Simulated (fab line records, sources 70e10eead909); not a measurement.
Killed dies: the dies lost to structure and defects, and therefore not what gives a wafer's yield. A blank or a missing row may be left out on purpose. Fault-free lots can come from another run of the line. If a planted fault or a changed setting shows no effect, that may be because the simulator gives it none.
What tool caused it? ; flow nandHarc ; Sampling: 24 lots, 72 wafers, 6 of 1302 route steps

## WHAT EACH GAUGE READ, for each wafer
Not one reading of a measure or inspect step in the record can be checked against a usual standard deviation.

## WHAT TOOL EACH LOT RAN ON (gives the tool, then ch and the chambers of the sampled wafers, and finally the start)
lot;NHARC_A_CONTACT_ETCH_77;NHARC_A_CONTACT_ETCH_91;NHARC_A_CONTACT_STRIP_82;NHARC_A_CONTACT_ETCH_134;NHARC_A_CONTACT_ETCH_136;NHARC_A_CONTACT_ETCH_138
L074;rieDiel-09 ch 0,2, day 21 16:54 or earlier;rieDiel-09 ch 0,1,3, day 21 16:54;rieDiel-08 ch 0,1,2, day 22 00:13 or earlier;harCapEtch-02 ch 0,1, day 22 00:13;harCapEtch-02 ch 0,1, day 22 00:47;harCapEtch-02 ch 0,1, day 22 01:31
L075;rieDiel-09 ch 0,2, day 22 12:12 or earlier;rieDiel-08 ch 1,2, day 22 12:12;rieDiel-08 ch 1,2, day 22 17:40 or earlier;harCapEtch-02 ch 0,1, day 22 17:40;harCapEtch-02 ch 0,1, day 22 18:09;harCapEtch-02 ch 0,1, day 22 18:41
L076;rieDiel-09 ch 0,3, day 22 15:26 or earlier;rieDiel-09 ch 0,1, day 22 15:26;rieDiel-04 ch 1,2,3, day 22 20:40 or earlier;harCapEtch-01 ch 0,1, day 22 20:40;harCapEtch-01 ch 0,1, day 22 21:10;harCapEtch-01 ch 0,1, day 22 21:43
L077;rieDiel-09 ch 1,2,3, day 22 20:35 or earlier;rieDiel-09 ch 0,1,2, day 22 20:35;rieDiel-09 ch 1,2,3, day 23 01:25 or earlier;harCapEtch-03 ch 0,1, day 23 01:25;harCapEtch-03 ch 0,1, day 23 01:54;harCapEtch-03 ch 0,1, day 23 02:26
L078;rieDiel-09 ch 0,3, day 23 10:18 or earlier;rieDiel-09 ch 2,3, day 23 10:18;rieDiel-09 ch 2,3, day 23 16:45 or earlier;harCapEtch-02 ch 0,1, day 23 16:45;harCapEtch-02 ch 0,1, day 23 17:14;harCapEtch-02 ch 0,1, day 23 17:46
L080;rieDiel-09 ch 2,3, day 23 21:38 or earlier;rieDiel-09 ch 1,2,3, day 23 21:38;rieDiel-09 ch 0,1,3, day 24 06:17 or earlier;harCapEtch-01 ch 0, day 24 06:17;harCapEtch-01 ch 0, day 24 06:46;harCapEtch-01 ch 0, day 24 07:19
L079;rieDiel-04 ch 0,1,3, day 24 03:08 or earlier;rieDiel-04 ch 1,3, day 24 03:08;rieDiel-09 ch 2,3, day 24 10:37 or earlier;harCapEtch-02 ch 0,1, day 24 10:37;harCapEtch-02 ch 0,1, day 24 11:05;harCapEtch-02 ch 0,1, day 24 11:37
L081;rieDiel-08 ch 0,1,2, day 24 16:37 or earlier;rieDiel-09 ch 0,2,3, day 24 16:37;rieDiel-09 ch 0,2,3, day 24 21:31 or earlier;harCapEtch-02 ch 0,1, day 24 21:31;harCapEtch-02 ch 0,1, day 24 21:59;harCapEtch-02 ch 0,1, day 24 22:32
L082;rieDiel-09 ch 2,3, day 25 14:40 or earlier;rieDiel-08 ch 1,3, day 25 14:40;rieDiel-09 ch 2,3, day 25 15:26;harCapEtch-02 ch 0, day 25 23:56;harCapEtch-02 ch 0, day 26 00:35;harCapEtch-02 ch 0, day 26 01:19
L083;rieDiel-09 ch 3, day 25 13:41;rieDiel-04 ch 0,1,3, day 25 17:44;rieDiel-04 ch 1,3, day 26 01:16 or earlier;harCapEtch-01 ch 0,1, day 26 01:16;harCapEtch-01 ch 0,1, day 26 01:54;harCapEtch-01 ch 0,1, day 26 02:37
L084;rieDiel-09 ch 0,2,3, day 25 20:40 or earlier;rieDiel-09 ch 2,3, day 25 20:40;rieDiel-08 ch 0,1,2, day 26 03:29 or earlier;harCapEtch-03 ch 0,1, day 26 03:29;harCapEtch-03 ch 0,1, day 26 03:59;harCapEtch-03 ch 0,1, day 26 04:31
L086;rieDiel-08 ch 1,2, day 26 09:17 or earlier;rieDiel-09 ch 0,2,3, day 26 09:17;rieDiel-04 ch 1,3, day 26 14:19 or earlier;harCapEtch-03 ch 0,1, day 26 14:19;harCapEtch-03 ch 0,1, day 26 14:48;harCapEtch-03 ch 0,1, day 26 15:20
L085;rieDiel-09 ch 0,1, day 26 10:41 or earlier;rieDiel-09 ch 0,2, day 26 10:41;rieDiel-09 ch 0,2,3, day 26 16:51 or earlier;harCapEtch-02 ch 0,1, day 26 16:51;harCapEtch-02 ch 0,1, day 26 17:20;harCapEtch-02 ch 0,1, day 26 17:53
L089;rieDiel-08 ch 0,3, day 27 07:30 or earlier;rieDiel-08 ch 0,1, day 27 07:30;rieDiel-08 ch 1,3, day 27 13:30 or earlier;harCapEtch-01 ch 0, day 27 13:30;harCapEtch-01 ch 0, day 27 13:59;harCapEtch-01 ch 0, day 27 14:31
L087;rieDiel-08 ch 1,2,3, day 27 14:07 or earlier;rieDiel-08 ch 1,3, day 27 14:07;rieDiel-09 ch 1,3, day 27 20:43 or earlier;harCapEtch-03 ch 1, day 27 20:43;harCapEtch-03 ch 1, day 27 21:23;harCapEtch-03 ch 1, day 27 22:06
L088;rieDiel-08 ch 0,3, day 27 15:00 or earlier;rieDiel-09 ch 0,2,3, day 27 15:00;rieDiel-09 ch 0,2,3, day 27 21:36 or earlier;harCapEtch-02 ch 0,1, day 27 21:36;harCapEtch-02 ch 0,1, day 27 22:05;harCapEtch-02 ch 0,1, day 27 22:38
L091;rieDiel-09 ch 0,1,2, day 28 16:25 or earlier;rieDiel-08 ch 0,2,3, day 28 16:25;rieDiel-09 ch 0,3, day 28 21:13 or earlier;harCapEtch-01 ch 0,1, day 28 21:13;harCapEtch-01 ch 0,1, day 28 21:41;harCapEtch-01 ch 0,1, day 28 22:13
L090;rieDiel-04 ch 2,3, day 29 06:51 or earlier;rieDiel-04 ch 0,1,3, day 29 06:51;rieDiel-04 ch 2,3, day 29 13:13 or earlier;harCapEtch-03 ch 0,1, day 29 13:13;harCapEtch-03 ch 0,1, day 29 13:51;harCapEtch-03 ch 0,1, day 29 14:34
L094;rieDiel-09 ch 0,1,3, day 30 00:59 or earlier;rieDiel-08 ch 0,2,3, day 30 00:59;rieDiel-08 ch 1,2,3, day 30 05:58 or earlier;harCapEtch-01 ch 0,1, day 30 05:58;harCapEtch-01 ch 0,1, day 30 06:26;harCapEtch-01 ch 0,1, day 30 06:59
L092;rieDiel-09 ch 2,3, day 30 04:15 or earlier;rieDiel-09 ch 0,2,3, day 30 04:15;rieDiel-09 ch 2,3, day 30 10:40 or earlier;harCapEtch-01 ch 0,1, day 30 10:40;harCapEtch-01 ch 0,1, day 30 11:10;harCapEtch-01 ch 0,1, day 30 11:43
L093;rieDiel-09 ch 0,1, day 30 06:03 or earlier;rieDiel-08 ch 0,2,3, day 30 06:03;rieDiel-09 ch 0,1,2, day 30 11:25 or earlier;harCapEtch-03 ch 0,1, day 30 11:25;harCapEtch-03 ch 0,1, day 30 11:54;harCapEtch-03 ch 0,1, day 30 12:27
L095;rieDiel-08 ch 0,2,3, day 30 11:32 or earlier;rieDiel-08 ch 1,3, day 30 11:32;rieDiel-09 ch 2,3, day 31 00:56 or earlier;harCapEtch-01 ch 0,1, day 31 00:56;harCapEtch-01 ch 0,1, day 31 01:23;harCapEtch-01 ch 0,1, day 31 01:56
L096;rieDiel-09 ch 1,2, day 30 12:47 or earlier;rieDiel-09 ch 0,3, day 30 12:47;rieDiel-09 ch 0,3, day 30 18:08 or earlier;harCapEtch-01 ch 0,1, day 30 18:08;harCapEtch-01 ch 0,1, day 30 18:37;harCapEtch-01 ch 0,1, day 30 19:10
L097;rieDiel-09 ch 1,3, day 31 09:33 or earlier;rieDiel-09 ch 2,3, day 31 09:33;rieDiel-09 ch 0,1, day 31 14:44 or earlier;harCapEtch-01 ch 0,1, day 31 14:44;harCapEtch-01 ch 0,1, day 31 15:12;harCapEtch-01 ch 0,1, day 31 15:44
- NHARC_A_CONTACT_ETCH_77: etches the open film in CF4/CHF3, target depth 108.9 nm, time 54.5 s.
- NHARC_A_CONTACT_ETCH_91: etches the open film in CH3F/O2, target depth 40 nm, time 85.7 s.
- NHARC_A_CONTACT_STRIP_82: strips in O2.
- NHARC_A_CONTACT_ETCH_134: etches the open film in C4F8/O2/Ar, time 140 s, target depth 700 nm.
- NHARC_A_CONTACT_ETCH_136: etches the open film in C4F8/O2/Ar, time 311 s, target depth 1912 nm.
- NHARC_A_CONTACT_ETCH_138: etches the open film in C4F8/O2/Ar, time 311 s, target depth 1914 nm.

## WHAT THE TOOLS THEMSELVES READ (means of the sampled wafers that have a number; where no wafer has one, the mark that the record gives instead)
NHARC_A_CONTACT_ETCH_77. Usual: chf3FlowSccm 30.01 sccm, standard deviation 0.083; drypumpMotorCurrentA 5.7 A, standard deviation 0.54; oesProductAu 0.938 a.u., standard deviation 0.021; rfVppV 370.8 V, standard deviation 2.1; showerheadPlenumPTorr 1.58 Torr, standard deviation 0.056; throttleValvePct 16.802 %, standard deviation 0.0091.
lot;tool;chf3FlowSccm (sccm);drypumpMotorCurrentA (A);oesProductAu (a.u.);rfVppV (V);showerheadPlenumPTorr (Torr);throttleValvePct (%);flag
L074;rieDiel-09;30.12;5.5;0.922;369.5;1.58;16.810;
L075;rieDiel-09;30.08;6.0;0.964;371.8;1.60;16.796;
L076;rieDiel-09;29.96;5.7;0.921;372.1;1.62;16.799;
L077;rieDiel-09;30.06;5.7;0.963;370.1;1.57;16.810;
L078;rieDiel-09;30.02;6.0;0.968;372.7;1.63;16.798;
L080;rieDiel-09;30.10;5.2;0.929;369.8;1.57;16.807;
L079;rieDiel-04;29.98;5.3;0.953;370.1;1.55;16.800;
L081;rieDiel-08;29.94;5.6;0.970;372.2;1.61;16.803;
L082;rieDiel-09;29.93;5.2;0.921;371.0;1.57;16.803;
L083;rieDiel-09;29.91;5.4;0.919;371.6;1.62;16.810;
L084;rieDiel-09;29.89;5.6;0.935;371.7;1.59;16.808;
L086;rieDiel-08;30.05;5.8;0.922;371.7;1.62;16.790;
L085;rieDiel-09;30.09;6.5;0.923;371.3;1.56;16.797;
L089;rieDiel-08;29.94;5.4;0.920;371.6;1.61;16.798;
L087;rieDiel-08;30.06;5.7;0.971;370.0;1.56;16.804;
L088;rieDiel-08;30.04;5.4;0.927;370.9;1.61;16.801;
L091;rieDiel-09;29.94;6.0;0.923;369.6;1.56;16.798;
L090;rieDiel-04;30.04;5.5;0.920;371.5;1.62;16.800;
L094;rieDiel-09;30.03;6.1;0.964;371.3;1.59;16.802;
L092;rieDiel-09;29.99;5.3;0.971;371.2;1.59;16.801;
L093;rieDiel-09;29.94;6.4;0.912;371.0;1.59;16.803;
L095;rieDiel-08;30.06;5.5;0.933;370.2;1.55;16.809;
L096;rieDiel-09;29.98;6.0;0.956;369.4;1.53;16.813;
L097;rieDiel-09;29.97;6.1;0.923;371.3;1.56;16.806;

NHARC_A_CONTACT_ETCH_91. Usual: drypumpMotorCurrentA 5.7 A, standard deviation 0.52; oesProductAu 0.936 a.u., standard deviation 0.025; rfVppV 244.5 V, standard deviation 1.6; showerheadPlenumPTorr 2.47 Torr, standard deviation 0.098; throttleValvePct 20.663 %, standard deviation 0.0089.
lot;tool;drypumpMotorCurrentA (A);oesProductAu (a.u.);rfVppV (V);showerheadPlenumPTorr (Torr);throttleValvePct (%);flag
L074;rieDiel-09;6.1;0.931;244.9;2.49;20.659;
L075;rieDiel-08;5.6;0.925;244.4;2.44;20.661;
L076;rieDiel-09;6.5;0.935;244.5;2.45;20.657;
L077;rieDiel-09;6.0;0.925;244.0;2.45;20.664;
L078;rieDiel-09;5.3;0.932;245.2;2.50;20.655;
L080;rieDiel-09;5.7;0.926;244.0;2.45;20.669;
L079;rieDiel-04;5.0;0.922;243.8;2.39;20.664;
L081;rieDiel-09;5.7;0.922;245.3;2.50;20.664;
L082;rieDiel-08;5.8;1.005;244.4;2.46;20.658;
L083;rieDiel-04;5.3;0.950;243.8;2.42;20.663;
L084;rieDiel-09;5.3;0.937;245.0;2.49;20.668;
L086;rieDiel-09;5.7;0.989;244.0;2.49;20.662;
L085;rieDiel-09;6.0;0.929;244.5;2.50;20.668;
L089;rieDiel-08;5.8;0.918;246.4;2.61;20.661;
L087;rieDiel-08;5.9;0.920;245.2;2.54;20.673;
L088;rieDiel-09;5.6;0.924;245.1;2.49;20.671;
L091;rieDiel-08;5.5;1.002;243.7;2.42;20.665;
L090;rieDiel-04;5.3;0.929;243.6;2.41;20.669;
L094;rieDiel-08;5.5;0.920;244.1;2.42;20.653;
L092;rieDiel-09;5.6;0.927;244.3;2.49;20.668;
L093;rieDiel-08;5.5;0.927;243.4;2.42;20.662;
L095;rieDiel-08;5.9;0.929;245.3;2.53;20.662;
L096;rieDiel-09;6.0;0.914;245.8;2.53;20.664;
L097;rieDiel-09;5.2;0.930;244.2;2.44;20.658;

NHARC_A_CONTACT_STRIP_82. Usual: drypumpMotorCurrentA 5.7 A, standard deviation 0.54; oesProductAu 0.998 a.u., standard deviation 0.0075; rfVppV 57.9 V, standard deviation 0.9; showerheadPlenumPTorr 3.55 Torr, standard deviation 0.12; throttleValvePct 17.035 %, standard deviation 0.0088.
lot;tool;drypumpMotorCurrentA (A);oesProductAu (a.u.);rfVppV (V);showerheadPlenumPTorr (Torr);throttleValvePct (%);flag
L074;rieDiel-08;5.6;1.002;59.0;3.63;17.037;
L075;rieDiel-08;5.8;0.996;58.7;3.64;17.030;
L076;rieDiel-04;5.3;1.014;59.4;3.56;17.039;
L077;rieDiel-09;5.7;0.998;57.7;3.52;17.035;
L078;rieDiel-09;5.3;1.003;57.6;3.58;17.027;
L080;rieDiel-09;6.1;1.000;57.6;3.57;17.037;
L079;rieDiel-09;5.2;0.995;57.5;3.52;17.033;
L081;rieDiel-09;5.6;0.991;58.4;3.58;17.039;
L082;rieDiel-09;5.2;0.998;58.0;3.52;17.036;
L083;rieDiel-04;5.0;1.003;57.6;3.43;17.036;
L084;rieDiel-08;5.6;1.008;58.0;3.61;17.032;
L086;rieDiel-04;5.1;1.001;57.3;3.51;17.038;
L085;rieDiel-09;5.6;0.995;58.2;3.58;17.035;
L089;rieDiel-08;5.8;0.991;57.5;3.53;17.033;
L087;rieDiel-09;6.2;0.998;57.6;3.50;17.036;
L088;rieDiel-09;5.7;1.001;58.2;3.58;17.033;
L091;rieDiel-09;5.8;0.994;58.3;3.63;17.039;
L090;rieDiel-04;5.5;0.994;57.6;3.63;17.034;
L094;rieDiel-08;5.7;0.999;57.6;3.50;17.035;
L092;rieDiel-09;5.3;0.996;57.3;3.57;17.035;
L093;rieDiel-09;6.0;0.994;57.7;3.50;17.035;
L095;rieDiel-09;5.3;1.000;58.3;3.56;17.034;
L096;rieDiel-09;5.7;0.994;57.8;3.62;17.043;
L097;rieDiel-09;6.5;0.986;57.4;3.50;17.034;

## THE ANSWER, worked out from the rows above alone
Rule: a lot is off if the mean of its wafers that have a number lies more than 3 standard deviations from the usual mean. Also off: a lot with no number at a reading for which 4 or more lots have one. Where the step has rows for the other lots, those lots are counted as sound. After the gauges, taken in route order, come the tools' own readings; for these a lot's mean is taken, as printed above. At the first step where some lot is off, the reading lying furthest off is the one used; lots without a number count as furthest.
No lot is off at any reading shown: from this, nothing can be told.

## WHAT HAD BEEN PUT IN BY THE SIMULATOR
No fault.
